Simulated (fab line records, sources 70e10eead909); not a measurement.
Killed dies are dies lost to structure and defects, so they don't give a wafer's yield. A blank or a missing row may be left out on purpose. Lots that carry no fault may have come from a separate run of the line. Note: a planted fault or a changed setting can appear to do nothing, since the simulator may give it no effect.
Which of the tools did it? || flow nand harc || Sampling: 13 lots, 39 wafers, 5 of 1159 route steps

== WHAT EACH GAUGE READ, for each wafer ==
NHARC_P_GATE_CD_MEAS_11: target cd 1640 nm. Usual: cd nm 1639.9 nm, standard deviation 1.6.
{"lot": "L684", "measured": "day 4 10:12", "on": "cd sem-02", "cd nm (nm)": "1638.4 1639.0 1638.0", "flag": ""}
{"lot": "L686", "measured": "day 4 17:35", "on": "cd sem-01", "cd nm (nm)": "1638.1 1640.1 1641.8", "flag": ""}
{"lot": "L688", "measured": "day 5 01:57", "on": "cd sem-03", "cd nm (nm)": "1641.2 1640.9 1641.3", "flag": ""}
{"lot": "L690", "measured": "day 5 14:00", "on": "cd sem-01", "cd nm (nm)": "1640.8 1643.4 1643.3", "flag": ""}
{"lot": "L691", "measured": "day 5 19:46", "on": "cd sem-01", "cd nm (nm)": "1640.2 1638.1 1638.8", "flag": ""}
{"lot": "L692", "measured": "day 5 19:55", "on": "cd sem-03", "cd nm (nm)": "1640.7 1639.6 1640.9", "flag": ""}
{"lot": "L693", "measured": "day 6 09:44", "on": "cd sem-01", "cd nm (nm)": "1640.0 1642.1 1641.2", "flag": ""}
{"lot": "L694", "measured": "day 6 09:54", "on": "cd sem-03", "cd nm (nm)": "1637.8 1638.2 1637.7", "flag": ""}
{"lot": "L695", "measured": "day 7 07:13", "on": "cd sem-01", "cd nm (nm)": "1641.1 1642.8 1642.2", "flag": ""}
{"lot": "L696", "measured": "day 7 07:11", "on": "cd sem-02", "cd nm (nm)": "1639.4 1639.1 1637.5", "flag": ""}
{"lot": "L697", "measured": "day 7 07:08", "on": "cd sem-02", "cd nm (nm)": "1638.5 1636.3 1639.0", "flag": ""}
{"lot": "L700", "measured": "day 8 01:22", "on": "cd sem-03", "cd nm (nm)": "- - -", "flag": "OFF"}
{"lot": "L704", "measured": "day 9 03:44", "on": "cd sem-01", "cd nm (nm)": "1638.6 1640.0 1639.1", "flag": ""}

== WHAT TOOL EACH LOT RAN ON (gives the tool, then ch and the chambers of the sampled wafers, and finally the start) ==
{"lot": "L684", "NHARC_P_ZERO_WELL_DESCUM_54": "rie diel-05 ch 0,1,3, day 1 17:58", "NHARC_P_ZERO_WELL_RTA_42": "rtp anneal-02 ch 0, day 1 19:18", "NHARC_P_STI_ETCH_42": "rie diel-11 ch 0,2,3, day 2 16:20", "NHARC_P_GATE_EXPOSE_08": "krf scanner-03 ch 0, day 4 10:03"}
{"lot": "L686", "NHARC_P_ZERO_WELL_DESCUM_54": "rie diel-05 ch 1,2, day 2 06:05", "NHARC_P_ZERO_WELL_RTA_42": "rtp anneal-02 ch 0, day 2 07:15", "NHARC_P_STI_ETCH_42": "rie diel-03 ch 0,1,2, day 3 01:29", "NHARC_P_GATE_EXPOSE_08": "krf scanner-03 ch 0, day 4 17:25"}
{"lot": "L688", "NHARC_P_ZERO_WELL_DESCUM_54": "rie diel-10 ch 1,2,3, day 2 17:48", "NHARC_P_ZERO_WELL_RTA_42": "rtp anneal-01 ch 0, day 2 18:54", "NHARC_P_STI_ETCH_42": "rie diel-11 ch 0,2,3, day 3 12:50", "NHARC_P_GATE_EXPOSE_08": "krf scanner-02 ch 0, day 5 01:48"}
{"lot": "L690", "NHARC_P_ZERO_WELL_DESCUM_54": "rie diel-05 ch 2,3, day 3 06:05", "NHARC_P_ZERO_WELL_RTA_42": "rtp anneal-01 ch 0, day 3 07:11", "NHARC_P_STI_ETCH_42": "rie diel-11 ch 0,1,2, day 4 00:40", "NHARC_P_GATE_EXPOSE_08": "krf scanner-02 ch 0, day 5 13:50"}
{"lot": "L691", "NHARC_P_ZERO_WELL_DESCUM_54": "rie diel-10 ch 1,2, day 3 11:54", "NHARC_P_ZERO_WELL_RTA_42": "rtp anneal-01 ch 0, day 3 12:53", "NHARC_P_STI_ETCH_42": "rie diel-11 ch 0,1, day 4 07:54", "NHARC_P_GATE_EXPOSE_08": "krf scanner-02 ch 0, day 5 19:36"}
{"lot": "L692", "NHARC_P_ZERO_WELL_DESCUM_54": "rie diel-05 ch 1,2, day 3 17:48", "NHARC_P_ZERO_WELL_RTA_42": "rtp anneal-02 ch 0, day 3 18:47", "NHARC_P_STI_ETCH_42": "rie diel-03 ch 1,3, day 4 07:44", "NHARC_P_GATE_EXPOSE_08": "krf scanner-03 ch 0, day 5 19:46"}
{"lot": "L693", "NHARC_P_ZERO_WELL_DESCUM_54": "rie diel-05 ch 0,1,3, day 4 00:26", "NHARC_P_ZERO_WELL_RTA_42": "rtp anneal-01 ch 0, day 4 01:28", "NHARC_P_STI_ETCH_42": "rie diel-07 ch 0,3, day 4 22:22", "NHARC_P_GATE_EXPOSE_08": "krf scanner-03 ch 0, day 6 09:35"}
{"lot": "L694", "NHARC_P_ZERO_WELL_DESCUM_54": "rie diel-05 ch 1,2,3, day 4 05:55", "NHARC_P_ZERO_WELL_RTA_42": "rtp anneal-01 ch 0, day 4 06:54", "NHARC_P_STI_ETCH_42": "rie diel-03 ch 0,2,3, day 4 22:32", "NHARC_P_GATE_EXPOSE_08": "krf scanner-02 ch 0, day 6 09:45"}
{"lot": "L695", "NHARC_P_ZERO_WELL_DESCUM_54": "rie diel-05 ch 1,3, day 4 11:48", "NHARC_P_ZERO_WELL_RTA_42": "rtp anneal-02 ch 0, day 4 12:46", "NHARC_P_STI_ETCH_42": "rie diel-03 ch 0,1, day 5 07:41", "NHARC_P_GATE_EXPOSE_08": "krf scanner-04 ch 0, day 7 07:04"}
{"lot": "L696", "NHARC_P_ZERO_WELL_DESCUM_54": "rie diel-06 ch 0,3, day 4 17:50", "NHARC_P_ZERO_WELL_RTA_42": "rtp anneal-02 ch 0, day 4 18:49", "NHARC_P_STI_ETCH_42": "rie diel-11 ch 1,3, day 5 11:17", "NHARC_P_GATE_EXPOSE_08": "krf scanner-04 ch 0, day 7 07:01"}
{"lot": "L697", "NHARC_P_ZERO_WELL_DESCUM_54": "rie diel-05 ch 0,1,3, day 5 00:05", "NHARC_P_ZERO_WELL_RTA_42": "rtp anneal-01 ch 0, day 5 01:04", "NHARC_P_STI_ETCH_42": "rie diel-03 ch 0,1,3, day 5 17:21", "NHARC_P_GATE_EXPOSE_08": "krf scanner-04 ch 0, day 7 06:59"}
{"lot": "L700", "NHARC_P_ZERO_WELL_DESCUM_54": "rie diel-10 ch 1,3, day 5 17:42", "NHARC_P_ZERO_WELL_RTA_42": "rtp anneal-02 ch 0, day 5 18:53", "NHARC_P_STI_ETCH_42": "rie diel-07 ch 1,2, day 6 11:03", "NHARC_P_GATE_EXPOSE_08": "krf scanner-02 ch 0, day 8 01:13"}
{"lot": "L704", "NHARC_P_ZERO_WELL_DESCUM_54": "rie diel-05 ch 0,2,3, day 6 18:02", "NHARC_P_ZERO_WELL_RTA_42": "rtp anneal-02 ch 0, day 6 19:02", "NHARC_P_STI_ETCH_42": "rie diel-11 ch 0,2,3, day 7 12:38", "NHARC_P_GATE_EXPOSE_08": "krf scanner-02 ch 0, day 9 03:34"}
- NHARC_P_ZERO_WELL_DESCUM_54: chemistry O2, time 3 s.
- NHARC_P_ZERO_WELL_RTA_42: time 300 s.
- NHARC_P_STI_ETCH_42: etches the open film in N2/H2, target depth 80 nm, overetch 24 nm, time 61 s.
- NHARC_P_GATE_EXPOSE_08: exposes mask P HV.

== AS READ BY THE TOOLS THEMSELVES (means over the sampled wafers that have a number; for cases with no such wafer, the mark the record gives instead) ==
NHARC_P_ZERO_WELL_DESCUM_54. Usual: drypump motor current A 5.8 A, standard deviation 0.56; oes product au 1.003 a.u., standard deviation 0.0086; rf vpp V 58.0 V, standard deviation 0.9; showerhead plenum p Torr 1.94 Torr, standard deviation 0.071; throttle valve pct 11.310 %, standard deviation 0.0089.
{"lot": "L684", "tool": "rie diel-05", "drypump motor current A (A)": 6.0, "oes product au (a.u.)": 1.007, "rf vpp V (V)": 57.7, "showerhead plenum p Torr (Torr)": 1.95, "throttle valve pct (%)": 11.311, "flag": ""}
{"lot": "L686", "tool": "rie diel-05", "drypump motor current A (A)": 5.9, "oes product au (a.u.)": 1.010, "rf vpp V (V)": 58.2, "showerhead plenum p Torr (Torr)": 1.95, "throttle valve pct (%)": 11.305, "flag": ""}
{"lot": "L688", "tool": "rie diel-10", "drypump motor current A (A)": 5.7, "oes product au (a.u.)": 0.991, "rf vpp V (V)": 57.1, "showerhead plenum p Torr (Torr)": 1.90, "throttle valve pct (%)": 11.303, "flag": ""}
{"lot": "L690", "tool": "rie diel-05", "drypump motor current A (A)": 5.8, "oes product au (a.u.)": 0.990, "rf vpp V (V)": 58.1, "showerhead plenum p Torr (Torr)": 2.04, "throttle valve pct (%)": 11.312, "flag": ""}
{"lot": "L691", "tool": "rie diel-10", "drypump motor current A (A)": 5.2, "oes product au (a.u.)": 0.996, "rf vpp V (V)": 56.8, "showerhead plenum p Torr (Torr)": 1.93, "throttle valve pct (%)": 11.310, "flag": ""}
{"lot": "L692", "tool": "rie diel-05", "drypump motor current A (A)": 5.5, "oes product au (a.u.)": 0.997, "rf vpp V (V)": 57.8, "showerhead plenum p Torr (Torr)": 2.00, "throttle valve pct (%)": 11.312, "flag": ""}
{"lot": "L693", "tool": "rie diel-05", "drypump motor current A (A)": 6.0, "oes product au (a.u.)": 1.002, "rf vpp V (V)": 58.2, "showerhead plenum p Torr (Torr)": 1.94, "throttle valve pct (%)": 11.312, "flag": ""}
{"lot": "L694", "tool": "rie diel-05", "drypump motor current A (A)": 5.9, "oes product au (a.u.)": 1.005, "rf vpp V (V)": 57.8, "showerhead plenum p Torr (Torr)": 2.00, "throttle valve pct (%)": 11.314, "flag": ""}
{"lot": "L695", "tool": "rie diel-05", "drypump motor current A (A)": 6.2, "oes product au (a.u.)": 1.012, "rf vpp V (V)": 58.5, "showerhead plenum p Torr (Torr)": 1.95, "throttle valve pct (%)": 11.310, "flag": ""}
{"lot": "L696", "tool": "rie diel-06", "drypump motor current A (A)": 6.6, "oes product au (a.u.)": 0.996, "rf vpp V (V)": 58.4, "showerhead plenum p Torr (Torr)": 1.89, "throttle valve pct (%)": 11.308, "flag": ""}
{"lot": "L697", "tool": "rie diel-05", "drypump motor current A (A)": 6.0, "oes product au (a.u.)": 1.007, "rf vpp V (V)": 57.5, "showerhead plenum p Torr (Torr)": 1.94, "throttle valve pct (%)": 11.314, "flag": ""}
{"lot": "L700", "tool": "rie diel-10", "drypump motor current A (A)": 6.3, "oes product au (a.u.)": 1.000, "rf vpp V (V)": 58.0, "showerhead plenum p Torr (Torr)": 1.88, "throttle valve pct (%)": 11.303, "flag": ""}
{"lot": "L704", "tool": "rie diel-05", "drypump motor current A (A)": 5.7, "oes product au (a.u.)": 1.005, "rf vpp V (V)": 58.6, "showerhead plenum p Torr (Torr)": 1.99, "throttle valve pct (%)": 11.307, "flag": ""}

NHARC_P_ZERO_WELL_RTA_42. Usual: lamp power pct 34.9 %, standard deviation 0.62; lamp_zone_2_pct 34.9 %, standard deviation 0.62; lamp_zone_3_pct 34.9 %, standard deviation 0.61; lamp_zone_4_pct 34.9 %, standard deviation 0.61; wafer_temp_C_max 1104.9, standard deviation 0.93.
{"lot": "L684", "tool": "rtp anneal-02", "lamp power pct (%)": 35.5, "lamp_zone_2_pct (%)": 35.5, "lamp_zone_3_pct (%)": 35.5, "lamp_zone_4_pct (%)": 35.5, "wafer_temp_C_max": 1105.5, "flag": ""}
{"lot": "L686", "tool": "rtp anneal-02", "lamp power pct (%)": 35.5, "lamp_zone_2_pct (%)": 35.5, "lamp_zone_3_pct (%)": 35.5, "lamp_zone_4_pct (%)": 35.4, "wafer_temp_C_max": 1104.5, "flag": ""}
{"lot": "L688", "tool": "rtp anneal-01", "lamp power pct (%)": 34.3, "lamp_zone_2_pct (%)": 34.2, "lamp_zone_3_pct (%)": 34.3, "lamp_zone_4_pct (%)": 34.2, "wafer_temp_C_max": 1105.4, "flag": ""}
{"lot": "L690", "tool": "rtp anneal-01", "lamp power pct (%)": 34.2, "lamp_zone_2_pct (%)": 34.1, "lamp_zone_3_pct (%)": 34.2, "lamp_zone_4_pct (%)": 34.2, "wafer_temp_C_max": 1105.8, "flag": ""}
{"lot": "L691", "tool": "rtp anneal-01", "lamp power pct (%)": 34.3, "lamp_zone_2_pct (%)": 34.3, "lamp_zone_3_pct (%)": 34.3, "lamp_zone_4_pct (%)": 34.3, "wafer_temp_C_max": 1104.5, "flag": ""}
{"lot": "L692", "tool": "rtp anneal-02", "lamp power pct (%)": 35.5, "lamp_zone_2_pct (%)": 35.4, "lamp_zone_3_pct (%)": 35.5, "lamp_zone_4_pct (%)": 35.5, "wafer_temp_C_max": 1104.8, "flag": ""}
{"lot": "L693", "tool": "rtp anneal-01", "lamp power pct (%)": 34.3, "lamp_zone_2_pct (%)": 34.3, "lamp_zone_3_pct (%)": 34.3, "lamp_zone_4_pct (%)": 34.2, "wafer_temp_C_max": 1104.8, "flag": ""}
{"lot": "L694", "tool": "rtp anneal-01", "lamp power pct (%)": 34.1, "lamp_zone_2_pct (%)": 34.2, "lamp_zone_3_pct (%)": 34.2, "lamp_zone_4_pct (%)": 34.2, "wafer_temp_C_max": 1105.3, "flag": ""}
{"lot": "L695", "tool": "rtp anneal-02", "lamp power pct (%)": 35.5, "lamp_zone_2_pct (%)": 35.5, "lamp_zone_3_pct (%)": 35.5, "lamp_zone_4_pct (%)": 35.5, "wafer_temp_C_max": 1105.5, "flag": ""}
{"lot": "L696", "tool": "rtp anneal-02", "lamp power pct (%)": 35.5, "lamp_zone_2_pct (%)": 35.5, "lamp_zone_3_pct (%)": 35.5, "lamp_zone_4_pct (%)": 35.5, "wafer_temp_C_max": 1104.0, "flag": ""}
{"lot": "L697", "tool": "rtp anneal-01", "lamp power pct (%)": 34.2, "lamp_zone_2_pct (%)": 34.3, "lamp_zone_3_pct (%)": 34.3, "lamp_zone_4_pct (%)": 34.3, "wafer_temp_C_max": 1104.3, "flag": ""}
{"lot": "L700", "tool": "rtp anneal-02", "lamp power pct (%)": 35.5, "lamp_zone_2_pct (%)": 35.5, "lamp_zone_3_pct (%)": 35.5, "lamp_zone_4_pct (%)": 35.5, "wafer_temp_C_max": 1105.1, "flag": ""}
{"lot": "L704", "tool": "rtp anneal-02", "lamp power pct (%)": 35.5, "lamp_zone_2_pct (%)": 35.5, "lamp_zone_3_pct (%)": 35.5, "lamp_zone_4_pct (%)": 35.5, "wafer_temp_C_max": 1104.8, "flag": ""}

NHARC_P_STI_ETCH_42. Usual: drypump motor current A 5.7 A, standard deviation 0.37; oes product au 0.999 a.u., standard deviation 0.0085; rf vpp V 430.6 V, standard deviation 2.7; showerhead plenum p Torr 2.04 Torr, standard deviation 0.095; throttle valve pct 14.173 %, standard deviation 0.0092.
{"lot": "L684", "tool": "rie diel-11", "drypump motor current A (A)": 5.8, "oes product au (a.u.)": 0.999, "rf vpp V (V)": 430.9, "showerhead plenum p Torr (Torr)": 2.03, "throttle valve pct (%)": 14.178, "flag": ""}
{"lot": "L686", "tool": "rie diel-03", "drypump motor current A (A)": 5.8, "oes product au (a.u.)": 1.003, "rf vpp V (V)": 430.6, "showerhead plenum p Torr (Torr)": 2.04, "throttle valve pct (%)": 14.175, "flag": ""}
{"lot": "L688", "tool": "rie diel-11", "drypump motor current A (A)": 5.8, "oes product au (a.u.)": 0.997, "rf vpp V (V)": 430.3, "showerhead plenum p Torr (Torr)": 2.03, "throttle valve pct (%)": 14.185, "flag": ""}
{"lot": "L690", "tool": "rie diel-11", "drypump motor current A (A)": 5.6, "oes product au (a.u.)": 0.997, "rf vpp V (V)": 429.5, "showerhead plenum p Torr (Torr)": 2.01, "throttle valve pct (%)": 14.174, "flag": ""}
{"lot": "L691", "tool": "rie diel-11", "drypump motor current A (A)": 5.6, "oes product au (a.u.)": 1.003, "rf vpp V (V)": 430.0, "showerhead plenum p Torr (Torr)": 2.01, "throttle valve pct (%)": 14.174, "flag": ""}
{"lot": "L692", "tool": "rie diel-03", "drypump motor current A (A)": 5.9, "oes product au (a.u.)": 0.994, "rf vpp V (V)": 426.3, "showerhead plenum p Torr (Torr)": 1.91, "throttle valve pct (%)": 14.178, "flag": ""}
{"lot": "L693", "tool": "rie diel-07", "drypump motor current A (A)": 6.2, "oes product au (a.u.)": 1.001, "rf vpp V (V)": 432.8, "showerhead plenum p Torr (Torr)": 2.13, "throttle valve pct (%)": 14.180, "flag": ""}
{"lot": "L694", "tool": "rie diel-03", "drypump motor current A (A)": 5.5, "oes product au (a.u.)": 0.987, "rf vpp V (V)": 430.8, "showerhead plenum p Torr (Torr)": 2.05, "throttle valve pct (%)": 14.175, "flag": ""}
{"lot": "L695", "tool": "rie diel-03", "drypump motor current A (A)": 5.6, "oes product au (a.u.)": 0.992, "rf vpp V (V)": 430.1, "showerhead plenum p Torr (Torr)": 2.03, "throttle valve pct (%)": 14.172, "flag": ""}
{"lot": "L696", "tool": "rie diel-11", "drypump motor current A (A)": 5.8, "oes product au (a.u.)": 0.995, "rf vpp V (V)": 432.8, "showerhead plenum p Torr (Torr)": 2.12, "throttle valve pct (%)": 14.169, "flag": ""}
{"lot": "L697", "tool": "rie diel-03", "drypump motor current A (A)": 5.7, "oes product au (a.u.)": 0.992, "rf vpp V (V)": 428.6, "showerhead plenum p Torr (Torr)": 1.97, "throttle valve pct (%)": 14.174, "flag": ""}
{"lot": "L700", "tool": "rie diel-07", "drypump motor current A (A)": 5.1, "oes product au (a.u.)": 1.009, "rf vpp V (V)": 430.3, "showerhead plenum p Torr (Torr)": 2.01, "throttle valve pct (%)": 14.176, "flag": ""}
{"lot": "L704", "tool": "rie diel-11", "drypump motor current A (A)": 5.8, "oes product au (a.u.)": 1.003, "rf vpp V (V)": 429.7, "showerhead plenum p Torr (Torr)": 2.03, "throttle valve pct (%)": 14.176, "flag": ""}

NHARC_P_GATE_EXPOSE_08. Usual: exposure dose mJ cm2 16.748, standard deviation 0.015; stage vel mm s 500.05 mm/s, standard deviation 0.25.
{"lot": "L684", "tool": "krf scanner-03", "exposure dose mJ cm2": 16.757, "stage vel mm s (mm/s)": 500.29, "flag": ""}
{"lot": "L686", "tool": "krf scanner-03", "exposure dose mJ cm2": 16.728, "stage vel mm s (mm/s)": 500.01, "flag": ""}
{"lot": "L688", "tool": "krf scanner-02", "exposure dose mJ cm2": 16.750, "stage vel mm s (mm/s)": 499.85, "flag": ""}
{"lot": "L690", "tool": "krf scanner-02", "exposure dose mJ cm2": 16.740, "stage vel mm s (mm/s)": 500.04, "flag": ""}
{"lot": "L691", "tool": "krf scanner-02", "exposure dose mJ cm2": 16.749, "stage vel mm s (mm/s)": 499.86, "flag": ""}
{"lot": "L692", "tool": "krf scanner-03", "exposure dose mJ cm2": 16.748, "stage vel mm s (mm/s)": 499.93, "flag": ""}
{"lot": "L693", "tool": "krf scanner-03", "exposure dose mJ cm2": 16.770, "stage vel mm s (mm/s)": 500.15, "flag": ""}
{"lot": "L694", "tool": "krf scanner-02", "exposure dose mJ cm2": 16.753, "stage vel mm s (mm/s)": 500.23, "flag": ""}
{"lot": "L695", "tool": "krf scanner-04", "exposure dose mJ cm2": 16.741, "stage vel mm s (mm/s)": 499.72, "flag": ""}
{"lot": "L696", "tool": "krf scanner-04", "exposure dose mJ cm2": 16.747, "stage vel mm s (mm/s)": 499.65, "flag": ""}
{"lot": "L697", "tool": "krf scanner-04", "exposure dose mJ cm2": 16.752, "stage vel mm s (mm/s)": 499.94, "flag": ""}
{"lot": "L700", "tool": "krf scanner-02", "exposure dose mJ cm2": 16.755, "stage vel mm s (mm/s)": 499.73, "flag": ""}
{"lot": "L704", "tool": "krf scanner-02", "exposure dose mJ cm2": 16.753, "stage vel mm s (mm/s)": 500.14, "flag": ""}

== THE ANSWER, worked out from the rows above alone ==
Rule: a lot is off if the mean of its wafers that have a number lies more than 3 standard deviations from the usual mean. Also off: a lot with no number at a reading for which 4 or more lots have one. Where the step has rows for the other lots, those lots are counted as sound. Order of review: gauges by route order, followed by the tools' own readings, for which a lot's mean as printed above is used. The first step at which some lot is off is used, and at that step the reading that is off furthest; a lot without a number counts as furthest.
Off: L700 (NHARC_P_GATE_CD_MEAS_11, cd nm). Without a number there: L700.
A tool fits if, at a process step before that reading, it ran every lot that is off, and no sound lot after the first of them. The gauges at NHARC_P_GATE_CD_MEAS_11 are tried like those tools. Can't be told from this: 3 tools fit, rie diel-10 at NHARC_P_ZERO_WELL_DESCUM_54, rie diel-07 at NHARC_P_STI_ETCH_42, cd sem-03 at NHARC_P_GATE_CD_MEAS_11.

== WHAT THE SIMULATOR PUT IN ==
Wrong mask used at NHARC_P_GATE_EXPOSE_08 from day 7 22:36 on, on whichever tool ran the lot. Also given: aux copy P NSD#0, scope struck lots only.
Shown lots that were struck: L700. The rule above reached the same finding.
